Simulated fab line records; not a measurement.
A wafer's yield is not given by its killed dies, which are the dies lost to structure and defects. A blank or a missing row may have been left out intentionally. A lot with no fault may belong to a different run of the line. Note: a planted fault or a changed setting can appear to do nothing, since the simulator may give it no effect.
Lot-split experiment | flow n5-finfet | 7 lots, 39 wafers read, on a route of 1938 steps

== THE SPLIT ITSELF ==
At N5_FIN_SAQP_SPACER1_ALD_24 (deposits SiO2, target thk 20.3 nm, pulse time 1 s, purge time 2 s), the setting ald-cycles was moved away from the recipe's 218 on 15 of the 39 wafers read, by -44.5% to +53.2%. This setting was run at the recipe's value on the other wafers.

== FROM THE SPLIT TO THE READING: what the file shows between them, 2 steps ==
- N5_FIN_SAQP_SPACER1_ETCHBACK_25: etches SiO2 in CHF3/O2, target depth 24.4 nm, time 12.2 s
- N5_FIN_SAQP_MANDREL1_REMOVE_56: chemistry HBr/Cl2/O2, target a-Si, stops on SiNx, bt time 10 s

== THE READING ==
Shown in nm: cd-nm at N5_FIN_SAQP_CD_MEAS_27, with target cd 20 nm. Typical for fault-free wafers on this fab line: 20.24 nm, with standard deviation 0.25 nm.

wafer  | tool, chamber at the split | ald-cycles as run | against the recipe | cd-nm, nm | against lot-mates on the recipe
L074.1 | ald-sin-02, 0,2,0,1        | 218               | recipe             | 20.21     | -
L074.2 | ald-sin-02, 3,1            | 218               | recipe             | 20.30     | -
L074.3 | ald-sin-02, 3,1            | 218               | recipe             | 20.19     | -
L074.4 | ald-sin-02, 0,2,0,1        | 218               | recipe             | 20.52     | -
L074.5 | ald-sin-02, 0,2,0,1        | 218               | recipe             | 20.65     | -
L074.6 | ald-sin-02, 0,2,0,1        | 218               | recipe             | 20.26     | -
L077.1 | ald-sin-01, 1              | 301               | +38.1%             | 27.95     | +7.66
L077.2 | ald-sin-01, 0,2,3          | 218               | recipe             | 20.33     | -
L077.3 | ald-sin-01, 0,2,3          | 218               | recipe             | 20.00     | -
L077.4 | ald-sin-01, 0,2,3          | 218               | recipe             | 20.54     | -
L077.5 | ald-sin-01, 0              | 301               | +38.1%             | 27.80     | +7.51
L077.6 | ald-sin-01, 1              | 301               | +38.1%             | 28.25     | +7.96
L079.1 | ald-sin-02, 0              | 218               | recipe             | 20.51     | -
L079.2 | ald-sin-02, 3              | 218               | recipe             | 20.15     | -
L079.5 | ald-sin-02, 0              | 218               | recipe             | 20.74     | -
L083.1 | ald-sin-01, 1,3,0          | 218               | recipe             | 20.28     | -
L083.2 | ald-sin-01, 2              | 260               | +19.3%             | 24.06     | +3.82
L083.3 | ald-sin-01, 0              | 260               | +19.3%             | 24.33     | +4.09
L083.4 | ald-sin-01, 1,3,0          | 218               | recipe             | 20.08     | -
L083.5 | ald-sin-01, 1              | 260               | +19.3%             | 24.35     | +4.11
L083.6 | ald-sin-01, 1,3,0          | 218               | recipe             | 20.36     | -
L089.1 | ald-sin-01, 1,3            | 218               | recipe             | 20.55     | -
L089.2 | ald-sin-01, 2,1            | 334               | +53.2%             | 30.74     | +10.41
L089.3 | ald-sin-01, 0              | 218               | recipe             | 20.40     | -
L089.4 | ald-sin-01, 1,3            | 218               | recipe             | 20.03     | -
L089.5 | ald-sin-01, 0              | 334               | +53.2%             | 30.79     | +10.46
L089.6 | ald-sin-01, 2,1            | 334               | +53.2%             | 31.50     | +11.17
L091.1 | ald-sin-01, 0              | 218               | recipe             | 19.91     | -
L091.2 | ald-sin-01, 3,1            | 121               | -44.5%             | 11.19     | -8.62
L091.3 | ald-sin-01, 3,1            | 121               | -44.5%             | 10.71     | -9.10
L091.4 | ald-sin-01, 2              | 121               | -44.5%             | 11.05     | -8.76
L091.5 | ald-sin-01, 1              | 218               | recipe             | 19.85     | -
L091.6 | ald-sin-01, 2              | 218               | recipe             | 19.68     | -
L096.1 | ald-sin-01, 0,3            | 180               | -17.4%             | 16.82     | -3.55
L096.2 | ald-sin-01, 0,3            | 180               | -17.4%             | 16.43     | -3.94
L096.3 | ald-sin-01, 2              | 180               | -17.4%             | 16.43     | -3.94
L096.4 | ald-sin-01, 1,0            | 218               | recipe             | 20.02     | -
L096.5 | ald-sin-01, 1,0            | 218               | recipe             | 20.54     | -
L096.6 | ald-sin-01, 3              | 218               | recipe             | 20.54     | -
If several chambers appear in one row, that row covers several wafers at once and the file leaves open which wafer was in which chamber.

FIT RESULTS
A straight line over all 39 wafers: cd-nm changes by +0.205 nm for each +1% of ald-cycles; r = +1.00; the points scatter about the line by 0.27 nm.
The same after taking each lot's own level away (the mean of its wafers on the recipe; 39 wafers): +0.202 nm for each +1%; r = +1.00; scatter 0.23 nm.
According to that fit, moving ald-cycles by its largest amount changes the reading by 11 nm.
Measured against the standard deviation above, the lots' own levels, which go from 19.813 to 20.467 nm, span 2.6 times it.
Consequently the slope shifts little with the lot-to-lot level, the two slopes agreeing.
Check: for one of the wafers moved furthest among these (+53.2%), held out of the fit, the line's prediction against its lot-mates is +10.8 nm. Against them it came out at +10.4 nm.

== THE WHOLE CHAIN: every reading that the file lists as answering this split, in the file's order ==
step                           | what it does                                                      | reading                                                                                 | change (the file's fit)               | r (the file's)
N5_FIN_SAQP_SPACER1_ALD_24     | deposits SiO2, target thk 20.3 nm, pulse time 1 s, purge time 2 s | SiO2_of_FIN_SAQP_SPACER1_ALD_24.thk-nm (the simulator's own value, which no gauge read) | +0.203 nm for each +1% of the setting | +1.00
N5_FIN_SAQP_MANDREL1_REMOVE_56 | chemistry HBr/Cl2/O2, target a-Si, stops on SiNx, bt time 10 s    | FIN_SAQP.cd-nm (the simulator's own value, which no gauge read)                         | +0.203 nm for each +1% of the setting | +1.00
N5_FIN_SAQP_CD_MEAS_27         | target cd 20 nm                                                   | cd-nm                                                                                   | +0.202 nm for each +1% of the setting | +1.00

== FILE'S OWN FIT ==
cd-nm changes by +0.202 nm for each +1% of ald-cycles, r = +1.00.
